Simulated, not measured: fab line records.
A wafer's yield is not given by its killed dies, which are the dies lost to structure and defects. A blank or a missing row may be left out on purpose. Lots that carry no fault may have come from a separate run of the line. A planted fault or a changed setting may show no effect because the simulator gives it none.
Matching of chambers	flow n5Finfet	4 sister chambers for N5_FIN_CUT_ETCH_30 on rieDiel-06
The step etches underlayer in N2/H2, target depth 13 nm, time 10.4 s. 4 wafers are shown with their chamber, then 9 later ones without.

WAFERS, EACH WITH ITS CHAMBER
wafer	chamber	drypumpMotorCurrentA (A)
L086.4	1	5.97
L091.1	3	5.79
L091.4	2	5.53
L091.5	0	5.85

WAFERS WITH NO CHAMBER GIVEN
wafer	drypumpMotorCurrentA (A)
L093.1	5.78
L093.3	5.87
L093.4	5.54
L094.4	5.84
L094.5	5.84
L094.6	5.96
L097.3	5.78
L097.4	5.52
L097.6	5.79

THE CHAMBER EACH PASSED THROUGH
wafer	from the rows above	in truth
L093.1	3	3
L093.3	0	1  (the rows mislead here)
L093.4	2	2
L094.4	0	0
L094.5	0	0
L094.6	1	1
L097.3	3	3
L097.4	2	2
L097.6	3	3
Correctly placed: 8 of 9. Left unplaced by these rows: 0. 1 placed wrongly.
How it was worked out, from the rows above alone: a wafer's distance from a chamber is the root of the sum, over the readings, of the square of ((its reading less the chamber's mean) divided by the reading's scatter). If the next closest chamber is less than 2 further off than the closest, the wafer can't be placed; otherwise it belongs to the closest. The mean given for a chamber averages the wafers shown for that chamber. The scatter: with one shown wafer a chamber, the root of the mean of the squares of how far each hidden wafer lies from its nearest shown one.
